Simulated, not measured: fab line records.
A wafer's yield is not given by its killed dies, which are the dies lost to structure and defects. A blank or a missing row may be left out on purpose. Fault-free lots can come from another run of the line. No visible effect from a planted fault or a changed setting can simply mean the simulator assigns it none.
fab line records	flow nandHarc
record: lots: 6	wafers: 18	lastDay: 25
route steps=1159 shown A_CHANNEL_FILL_D1@495 END@1159
lots with no fault: from the same line, run without faults
startH: the number of hours between the record's first day and the start of the first shown wafer of the lot	waitH: hours since the lot's step before	" the same as in the row above	L1.1+2: a single row standing in for several wafers	- no value present, or no start provided	* or withheld: withheld	< > ~ a bound
route shown NAME@n: names a module that has steps shown in the file, with the first one's number in the route	usual: average and standard deviation across the fault-free wafers	same: alike in all rows	chamber/n: place in a boat	sites: each site's reading	_std_site: how widely they spread, as a standard deviation	_edge_site: inner sites' mean taken away from outer sites' mean	radiusMm: how far each site lies from the wafer's centre	mask NAME#n: copy n	behind: the last tool/chamber to shape the wafer	hold: the reason the lot was held/the length of the hold in hours/how it ended	device: transistor that didn't switch, given as n, p or np	end of line: the same wafers' tests at the end of the route	step lacking rows: just its recipe	killed: the dies lost at the first sort to structure and to defects; this is not the yield of the wafer	map: a wafer's dies, x killed, . not, _ none there
set.NAME: the setting the step ran with; set.NAME@STEP: the setting that earlier step ran with	model.NAME: the simulator's own value behind a step, which no gauge read
certain route steps with their lots: each step a table, each wafer a row
services: the hour from which a tool's chamber was out of use, counted from the record's first day as startH (under 0 if before that day), plus the number of hours and why
== steps ==
step: NHARC_A_CHANNEL_FILL_D1_ALD_15
recipe: targetThkA: 20	pulseTimeS: 60	aldCycles: 19	tempC: 630	pressureTorr: 2	material: SiNx
usual: aldCycles: 19/0	precursorPulseHeightRel: 0.998/0.02
same: pulseTimeS: 60
lot.wafer	tool	chamber	startH	waitH	aldCycles	precursorPulseHeightRel
L603.2	aldSinBatch-02	0	-	-	19	1.001
L603.3	"	0	"	"	19	0.998
L603.6	"	0	"	"	19	0.997
L604.2	aldSinBatch-02	0	-	-	19	0.991
L604.4	"	0	"	"	19	0.980
L604.6	"	0	"	"	19	1.008
L617.1	aldSinBatch-02	0	-	-	19	1.006
L617.3	"	0	"	"	19	1.026
L617.4	"	0	"	"	19	1.032
L616.1	aldSinBatch-02	0	-	-	19	1.019
L616.2	"	0	"	"	19	0.982
L616.3	"	0	"	"	19	1.027
L620.3	aldSinBatch-01	0	-	-	19	0.991
L620.4	"	0	"	"	19	0.979
L620.5	"	0	"	"	19	1.016
L622.1	aldSinBatch-03	0	-	-	19	0.986
L622.3	"	0	"	"	19	0.965
L622.4	"	0	"	"	19	1.015
step: NHARC_A_CHANNEL_FILL_D1_ALD_16
recipe: targetThkA: 15	pulseTimeS: 10	aldCycles: 15	tempC: 300	material: SiO2
usual: aldCycles: 15/0	heaterPowerW: 477/36	precursorPulseHeightRel: 1.001/0.018
same: pulseTimeS: 10
lot.wafer	tool	chamber	startH	waitH	aldCycles	heaterPowerW	precursorPulseHeightRel
L603.3	aldHk-04	3	219.02	0.0	15	516	1.007
L603.2	"	1	"	"	15	446	0.990
L603.6	"	3	"	"	15	528	1.011
L604.4	aldHk-04	3	219.21	0.2	15	535	0.975
L604.2	"	1	"	"	15	450	0.979
L604.6	"	2	"	"	15	435	0.983
L617.3	aldHk-01	0	307.51	0.1	15	460	0.973
L617.1	"	1	"	"	15	524	1.016
L617.4	"	3	"	"	15	474	1.015
L616.3	aldHk-01	1	311.24	0.0	15	536	1.018
L616.1	"	2	"	"	15	517	0.999
L616.2	"	3	"	"	15	477	1.006
L620.4	aldHk-04	3	315.34	0.1	15	527	1.008
L620.3	"	0	"	"	15	474	1.000
L620.5	"	2	"	"	15	442	0.991
L622.4	aldHk-04	1	345.45	0.0	15	454	1.007
L622.1	"	3	"	"	15	520	0.980
L622.3	"	0	"	"	15	452	0.987
step: NHARC_A_CHANNEL_FILL_D1_ANNEAL_17
recipe: tempC: 850	timeS: 1800
step: NHARC_A_CHANNEL_FILL_D1_CVD_18
recipe: targetThkA: 30	tempC: 550	material: poly-Si
step: NHARC_A_CHANNEL_FILL_D1_ETCHBACK_19
recipe: targetDepthA: 50	timeS: 1.7	hbrFlowSccm: 150	cl2FlowSccm: 50	rfW: 400	icpW: 400	biasW: 100	chemistry: HBr/Cl2
usual: chamberPressureMTorr: 15.000/0.013	drypumpMotorCurrentA: 5.9/0.47	heBacksideLeakSccm: 2.63/0.24	oesProductAu: 0.995/0.011	throttleValvePct: 26.405/0.0093
same: timeS: 1.7
lot.wafer	tool	chamber	startH	waitH	chamberPressureMTorr	drypumpMotorCurrentA	heBacksideLeakSccm	oesProductAu	rfHoursCounterH	throttleValvePct
L603.2	rieSi-05	3	228.02	0.4	15.005	5.3	2.22	0.999	1.5	26.405
L603.3	"	0	"	"	15.019	6.4	2.47	0.999	1.3	26.404
L603.6	"	0	"	"	14.994	6.4	2.51	0.994	-	26.393
L604.4	rieSi-04	3	231.76	0.4	14.992	6.5	2.74	0.996	0.9	26.406
L604.2	"	0	"	"	15.014	6.3	2.39	0.999	1.0	26.419
L604.6	"	2	"	"	15.012	5.8	3.13	1.008	-	26.398
L617.3	rieSi-06	3	319.07	0.4	15.004	6.4	2.57	0.989	1.2	26.416
L617.4	"	0	"	"	15.012	5.3	2.75	0.988	1.1	26.392
L617.1	"	2	"	"	15.023	5.4	2.53	0.999	1.3	26.402
L616.3	rieSi-04	2	323.29	0.4	14.988	5.8	3.13	0.998	0.3	26.413
L616.2	"	0	"	"	14.988	6.4	2.41	0.996	0.3	26.407
L616.1	"	1	"	"	14.980	5.5	2.43	0.983	0.3	26.397
L620.4	rieSi-06	3	327.08	0.4	15.006	6.4	2.68	0.973	1.3	26.400
L620.3	"	0	"	"	15.007	5.2	2.93	0.977	1.3	26.415
L620.5	"	0	"	"	15.004	5.2	2.87	0.982	-	26.404
L622.3	rieSi-04	0	357.25	0.4	15.012	6.3	2.53	0.995	0.6	26.402
L622.1	"	2	"	"	14.998	5.8	2.82	1.002	0.8	26.415
L622.4	"	3	"	"	15.002	6.5	2.57	1.018	0.6	26.406
step: NHARC_A_CHANNEL_FILL_D1_ETCHBACK_20
recipe: targetDepthA: 270	timeS: 13.5	c4f8FlowSccm: withheld	o2FlowSccm: 8	arFlowSccm: withheld	rfW: 600	biasW: 1500	chemistry: C4F8/O2/Ar
step: NHARC_A_CHANNEL_FILL_D1_STRIP_28
recipe: timeS: 20	o2FlowSccm: 500	arFlowSccm: 0	biasW: 0	chemistry: O2
usual: chamberPressureMTorr: 60.00/0.053	drypumpMotorCurrentA: 5.9/0.62	oesProductAu: 0.998/0.011	rfVppV: 57.9/0.97	showerheadPlenumPTorr: 3.56/0.14	throttleValvePct: 17.035/0.0093
same: timeS: 20
lot.wafer	tool	chamber	startH	waitH	chamberPressureMTorr	drypumpMotorCurrentA	oesProductAu	rfHoursCounterH	rfVppV	showerheadPlenumPTorr	throttleValvePct
L603.2	rieDiel-04	2	228.30	0.1	60.06	4.9	0.993	3	58.5	3.70	17.034
L603.3	"	3	"	"	60.08	5.3	1.015	3	58.9	3.72	17.020
L603.6	"	1	"	"	60.01	6.4	1.002	-	59.6	3.49	17.047
L604.4	rieDiel-09	0	231.97	0.1	60.04	6.4	0.992	6	57.7	3.64	17.032
L604.2	"	1	"	"	59.95	5.7	1.020	6	57.6	3.52	17.044
L604.6	"	3	"	"	60.02	6.6	1.004	-	56.9	3.31	17.031
L617.1	rieDiel-04	0	319.35	0.1	59.94	6.1	1.022	1	58.4	3.46	17.034
L617.3	"	1	"	"	59.94	6.4	0.987	1	58.9	3.49	17.045
L617.4	"	0	"	"	60.02	6.1	1.016	-	58.5	3.46	17.030
L616.2	rieDiel-03	3	323.79	0.4	60.13	5.8	0.981	19	57.4	3.56	17.056
L616.3	"	0	"	"	59.95	6.4	0.994	16	55.7	3.47	17.049
L616.1	"	1	"	"	60.02	5.7	0.972	18	56.6	3.36	17.033
L620.3	rieDiel-09	1	327.30	0.1	59.98	5.8	1.011	2	57.9	3.52	17.024
L620.4	"	2	"	"	59.97	4.9	0.999	3	58.2	3.71	17.027
L620.5	"	1	"	"	60.01	5.7	1.025	-	59.2	3.52	17.015
L622.1	rieDiel-09	3	357.47	0.1	60.09	6.6	1.003	4	55.8	3.31	17.025
L622.4	"	0	"	"	60.10	6.4	1.000	4	56.8	3.64	17.047
L622.3	"	1	"	"	60.05	5.7	1.017	4	57.8	3.52	17.040
step: NHARC_A_CHANNEL_FILL_D1_PRECLEAN_21
recipe: timeS: 30	chemistry: dHF
step: NHARC_A_CHANNEL_FILL_D1_SRD_23
step: NHARC_A_CHANNEL_FILL_D1_CVD_05
recipe: targetThkA: 50	tempC: 550	material: poly-Si
step: NHARC_A_CHANNEL_FILL_D1_ANNEAL_22
recipe: tempC: 620	timeS: 7200
step: NHARC_A_CHANNEL_FILL_D1_ALD_25
recipe: targetThkA: 600	pulseTimeS: 10	aldCycles: 600	tempC: 300	material: SiOx
usual: aldCycles: 600/0	heaterPowerW: 477/34	precursorPulseHeightRel: 0.997/0.02
same: pulseTimeS: 10
lot.wafer	tool	chamber	startH	waitH	aldCycles	heaterPowerW	precursorPulseHeightRel
L603.3	aldHk-02	2	241.14	1.3	600	523	0.997
L603.2	"	0	242.36	2.5	600	483	1.014
L603.6	"	3	244.19	4.3	600	455	1.023
L604.4	aldHk-04	1	246.16	2.2	600	441	0.971
L604.2	"	3	247.39	3.4	600	521	0.995
L604.6	"	1	248.63	4.7	600	448	0.965
L617.4	aldHk-02	2	331.56	0.0	478	521	1.033
L617.3	"	0	332.80	1.3	478	465	0.994
L617.1	"	1	"	"	478	428	0.955
L616.2	aldHk-02	2	335.91	0.7	478	522	1.022
L616.3	"	3	"	"	478	450	0.991
L616.1	"	0	"	"	478	461	0.988
L620.3	aldHk-01	3	340.12	1.3	600	477	1.035
L620.4	"	0	"	"	600	463	1.015
L620.5	"	2	341.96	3.1	600	498	1.006
L622.4	aldHk-01	0	370.22	1.1	600	458	1.005
L622.3	"	1	"	"	600	529	1.019
L622.1	"	2	"	"	600	504	1.010
step: NHARC_A_CHANNEL_FILL_D1_ETCHBACK_08
recipe: targetDepthA: 2200	timeS: 110	c4f8FlowSccm: 20	arFlowSccm: withheld	rfW: 600	biasW: 300	chemistry: C4F8
usual: chamberPressureMTorr: 25.004/0.023	oesProductAu: 0.95/0.036	rfVppV: 441.4/2.7
same: timeS: 110
lot.wafer	tool	chamber	startH	waitH	chamberPressureMTorr	oesProductAu	rfHoursCounterH	rfVppV
L603.3	rieDiel-04	1	-	-	24.971	0.92	3	440.1
L603.2	"	0	"	"	25.025	0.92	3	439.7
L603.6	"	2	"	"	25.011	0.91	-	443.7
L604.2	rieDiel-04	2	-	-	25.042	0.91	3	444.3
L604.4	"	3	"	"	25.012	0.94	3	443.6
L604.6	"	2	"	"	24.992	0.92	-	445.5
L617.1	rieDiel-09	3	-	-	25.028	0.92	3	435.4
L617.3	"	0	"	"	24.980	0.92	3	441.9
L617.4	"	1	"	"	25.026	0.93	3	441.1
L616.2	rieDiel-09	3	-	-	24.991	0.99	4	435.9
L616.1	"	0	"	"	24.982	0.98	3	442.2
L616.3	"	1	"	"	24.967	1.00	3	439.7
L620.3	rieDiel-09	2	-	-	25.012	0.92	4	443.0
L620.4	"	0	"	"	24.995	0.93	3	443.6
L620.5	"	2	"	"	25.032	0.91	-	444.7
L622.3	rieDiel-09	3	-	-	25.010	0.93	5	435.5
L622.1	"	0	"	"	24.954	0.92	5	443.5
L622.4	"	1	"	"	25.003	0.93	5	440.9
step: NHARC_END_SORT_01
recipe: tempC: 25
usual: killedAtArray: 29/11	killedAtOther: 0.5/0.8	killedAtPeriphery: 3.5/2.8	killedDies: 33/12	killedOpen: 3.1/1.8	killedShort: 1.8/1.4
same: grossDies: 677
lot.wafer	tool	chamber	startH	waitH	killedAtArray	killedAtOther	killedAtPeriphery	killedDies	killedOpen	killedShort
L603.2	prober-02	0	477.41	2.8	29	1	2	32	5	2
L603.3	prober-02	0	478.22	3.1	37	0	1	38	1	1
L603.6	prober-02	0	480.63	4.0	45	0	4	49	3	3
L604.2	prober-02	0	485.26	2.8	17	0	4	21	3	5
L604.4	prober-02	0	486.86	3.4	11	0	4	15	4	0
L604.6	prober-02	0	488.46	4.0	13	2	2	17	1	1
L617.1	prober-01	0	542.67	2.5	27	1	3	31	6	1
L617.3	prober-01	0	544.28	3.1	27	0	1	28	5	0
L617.4	prober-01	0	545.09	3.4	18	1	4	23	3	3
L616.1	prober-01	0	550.46	2.5	34	0	2	36	3	1
L616.2	prober-01	0	551.26	2.8	42	0	6	48	2	2
L616.3	prober-01	0	552.07	3.1	46	0	5	51	0	3
L620.3	prober-01	0	586.15	3.1	31	0	1	32	4	1
L620.4	prober-01	0	586.95	3.4	22	1	3	26	0	0
L620.5	prober-01	0	587.76	3.7	28	2	4	34	2	0
L622.1	prober-01	0	592.38	2.5	43	0	5	48	7	1
L622.3	prober-01	0	593.96	3.1	52	0	6	58	4	4
L622.4	prober-01	0	594.75	3.4	33	0	6	39	3	1
killed by level:class
L603.2 A_CHANNEL_HOLE_D1:chamberFilmFlake=12 A_SLIT:chamberFilmFlake=6 A_STAIRCASE:chamberFilmFlake=3 A_CONTACT:geometricParticle:open=3 A_CONTACT:chamberFilmFlake=2 P_CONTACT:geometricParticle:short=1 A_CHANNEL_HOLE_D1:geometricParticle:open=1 A_CHANNEL_FILL_D1:geometricParticle:short=1
L603.3 A_CHANNEL_HOLE_D1:chamberFilmFlake=15 A_CONTACT:chamberFilmFlake=9 A_SLIT:chamberFilmFlake=8 A_SOURCE_PLATE:geometricParticle:short=1 A_SGD_CUT:geometricParticle:open=1 P_ZERO_WELL:chamberFilmFlake=1 A_ZERO_WELL:chamberFilmFlake=1 A_STAIRCASE:chamberFilmFlake=1
L603.6 A_CHANNEL_HOLE_D1:chamberFilmFlake=18 A_SLIT:chamberFilmFlake=12 A_CONTACT:chamberFilmFlake=6 A_STAIRCASE:chamberFilmFlake=3 P_CONTACT:geometricParticle:open=1 P_M0:geometricParticle:short=1 A_SGD_CUT:geometricParticle:short=1 A_WL_FILL:geometricParticle:short=1
L604.2 A_CONTACT:chamberFilmFlake=4 A_CONTACT:geometricParticle:short=3 A_STAIRCASE:chamberFilmFlake=3 P_ZERO_WELL:chamberFilmFlake=2 A_ZERO_WELL:chamberFilmFlake=2 P_CONTACT:geometricParticle:short=1 P_M0:geometricParticle:open=1 A_ONON_D1:geometricParticle:open=1
L604.4 A_CONTACT:chamberFilmFlake=4 A_CHANNEL_HOLE_D1:chamberFilmFlake=3 A_CONTACT:geometricParticle:open=2 P_CONTACT:geometricParticle:open=1 P_M1:geometricParticle:open=1 P_ZERO_WELL:chamberFilmFlake=1 P_GATE:chamberFilmFlake=1 A_ZERO_WELL:chamberFilmFlake=1
L604.6 A_CHANNEL_HOLE_D1:chamberFilmFlake=5 A_CONTACT:chamberFilmFlake=3 P_GATE:chamberFilmFlake=2 THIN_TSV:chamberFilmFlake=2 A_CHANNEL_FILL_D1:geometricParticle:short=1 A_CONTACT:geometricParticle:open=1 A_ZERO_WELL:chamberFilmFlake=1 A_STAIRCASE:chamberFilmFlake=1
L617.1 A_CHANNEL_HOLE_D1:chamberFilmFlake=9 A_STAIRCASE:chamberFilmFlake=6 A_CONTACT:chamberFilmFlake=5 A_ONON_D1:geometricParticle:open=3 P_GATE:chamberFilmFlake=3 A_WL_FILL:geometricParticle:open=1 A_CONTACT:geometricParticle:open=1 A_CONTACT:geometricParticle:short=1
L617.3 A_STAIRCASE:chamberFilmFlake=10 A_CHANNEL_HOLE_D1:chamberFilmFlake=7 A_ONON_D1:geometricParticle:open=3 A_CONTACT:chamberFilmFlake=3 A_SGD_CUT:geometricParticle:open=1 A_CONTACT:geometricParticle:open=1 P_GATE:chamberFilmFlake=1 A_ZERO_WELL:chamberFilmFlake=1
L617.4 A_CHANNEL_HOLE_D1:chamberFilmFlake=7 A_STAIRCASE:chamberFilmFlake=5 A_CONTACT:chamberFilmFlake=3 P_GATE:geometricParticle:open=1 P_M0:geometricParticle:open=1 P_M1:geometricParticle:short=1 A_SGD_CUT:geometricParticle:short=1 A_WL_FILL:geometricParticle:short=1
L616.1 A_CHANNEL_HOLE_D1:chamberFilmFlake=19 A_STAIRCASE:chamberFilmFlake=5 A_SLIT:chamberFilmFlake=2 A_CONTACT:chamberFilmFlake=2 A_M0:chamberFilmFlake=2 P_GATE:geometricParticle:open=1 A_ONON_D1:geometricParticle:open=1 A_CONTACT:geometricParticle:short=1
L616.2 A_CHANNEL_HOLE_D1:chamberFilmFlake=24 A_STAIRCASE:chamberFilmFlake=8 A_M0:chamberFilmFlake=4 P_ZERO_WELL:chamberFilmFlake=3 A_CONTACT:chamberFilmFlake=3 P_ZERO_WELL:geometricParticle:open=1 A_ONON_D1:geometricParticle:short=1 A_BLC:geometricParticle:open=1
L616.3 A_CHANNEL_HOLE_D1:chamberFilmFlake=24 A_STAIRCASE:chamberFilmFlake=10 A_CONTACT:chamberFilmFlake=4 A_M0:chamberFilmFlake=4 A_WL_FILL:geometricParticle:short=2 P_CONTACT:geometricParticle:short=1 P_ZERO_WELL:chamberFilmFlake=1 P_STI:chamberFilmFlake=1
L620.3 A_CHANNEL_HOLE_D1:chamberFilmFlake=20 A_CONTACT:chamberFilmFlake=5 A_ONON_D1:geometricParticle:open=2 A_STAIRCASE:chamberFilmFlake=2 P_M1:geometricParticle:open=1 A_CHANNEL_HOLE_D1:geometricParticle:short=1 A_CONTACT:geometricParticle:open=1
L620.4 A_CHANNEL_HOLE_D1:chamberFilmFlake=13 A_CONTACT:chamberFilmFlake=5 P_GATE:chamberFilmFlake=2 A_STAIRCASE:chamberFilmFlake=2 P_ZERO_WELL:chamberFilmFlake=1 A_ZERO_WELL:chamberFilmFlake=1 A_SLIT:chamberFilmFlake=1 THIN_TSV:chamberFilmFlake=1
L620.5 A_CHANNEL_HOLE_D1:chamberFilmFlake=20 A_CONTACT:chamberFilmFlake=5 P_STI:chamberFilmFlake=2 THIN_TSV:chamberFilmFlake=2 P_GATE:geometricParticle:open=1 A_CONTACT:geometricParticle:open=1 P_GATE:chamberFilmFlake=1 A_STAIRCASE:chamberFilmFlake=1
L622.1 A_SLIT:chamberFilmFlake=20 A_CONTACT:chamberFilmFlake=12 P_ZERO_WELL:chamberFilmFlake=4 A_ONON_D1:geometricParticle:open=2 A_WL_FILL:geometricParticle:open=2 A_STAIRCASE:chamberFilmFlake=2 A_CHANNEL_HOLE_D1:geometricParticle:open=1 A_WL_FILL:geometricParticle:short=1
L622.3 A_SLIT:chamberFilmFlake=26 A_CONTACT:chamberFilmFlake=10 A_CHANNEL_HOLE_D1:chamberFilmFlake=5 P_ZERO_WELL:chamberFilmFlake=3 A_CHANNEL_FILL_D1:chamberFilmFlake=2 A_STAIRCASE:chamberFilmFlake=2 P_M0:geometricParticle:open=1 A_SOURCE_PLATE:geometricParticle:short=1
L622.4 A_SLIT:chamberFilmFlake=21 A_CONTACT:chamberFilmFlake=8 P_STI:chamberFilmFlake=2 A_CHANNEL_HOLE_D1:chamberFilmFlake=2 P_GATE:geometricParticle:open=1 P_CONTACT:geometricParticle:open=1 P_M0:geometricParticle:open=1 A_CONTACT:geometricParticle:short=1
== services ==
tool	chamber	startH	hours	kind
rieDiel-03	3	197.18	19.8	repair
rieSi-04	3	213.86	7.0	repair
rieDiel-03	-	215.30	9.0	pm
aldHk-01	-	229.08	10.0	pm
rieSi-05	-	239.00	9.0	pm
rieDiel-09	-	254.13	9.0	pm
rieDiel-04	1	260.05	3.1	repair
rieDiel-04	0	264.88	18.9	repair
rieDiel-03	0	275.90	4.9	repair
rieSi-04	-	276.00	9.0	pm
aldSinBatch-01	-	277.21	18.7	repair
rieDiel-09	3	283.21	3.2	repair
rieDiel-04	-	288.90	9.0	pm
rieDiel-04	2	302.93	5.4	repair
rieSi-04	-	304.06	0.3	repair
rieDiel-04	2	308.51	34.0	repair
aldSinBatch-03	-	314.00	26.0	pm
aldHk-02	-	320.77	0.9	repair
rieSi-04	3	324.33	7.6	repair
rieDiel-04	0	329.18	4.4	repair
aldSinBatch-02	-	353.70	11.1	repair
rieDiel-04	0	355.02	10.3	repair
rieSi-06	-	360.00	9.0	pm
aldHk-04	-	364.00	10.0	pm
== key ==
firstSign: step: NHARC_A_CHANNEL_FILL_D1_ALD_25	reading: aldCycles	direction: down	sigmas: 99+	usual: 600	struck: 478
effect none on later readings
metAt NHARC_A_CHANNEL_FILL_D1_ALD_25
struckWafers L616.1,L616.2,L616.3,L617.1,L617.3,L617.4
testerLeftOut L616,L617
onsetBetween 241.14 331.56
fault: kind: processParameterDrift	tool: aldHk-02	chamber: -	onsetH: 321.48	steps: NHARC_A_CHANNEL_FILL_D1_ALD_25	channel: aldCycles	offset: -122	shape: step	endH: 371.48	actsIn: theseRecipesOnly	stated: 600
testerLeftOut: of these lots the tester's yield and bins aren't shown, on N5 and GAA mostly nor the transistor test; their killed dies are dies lost to structure and defects alone, not to doping, threshold or leakage, so they don't give the yield
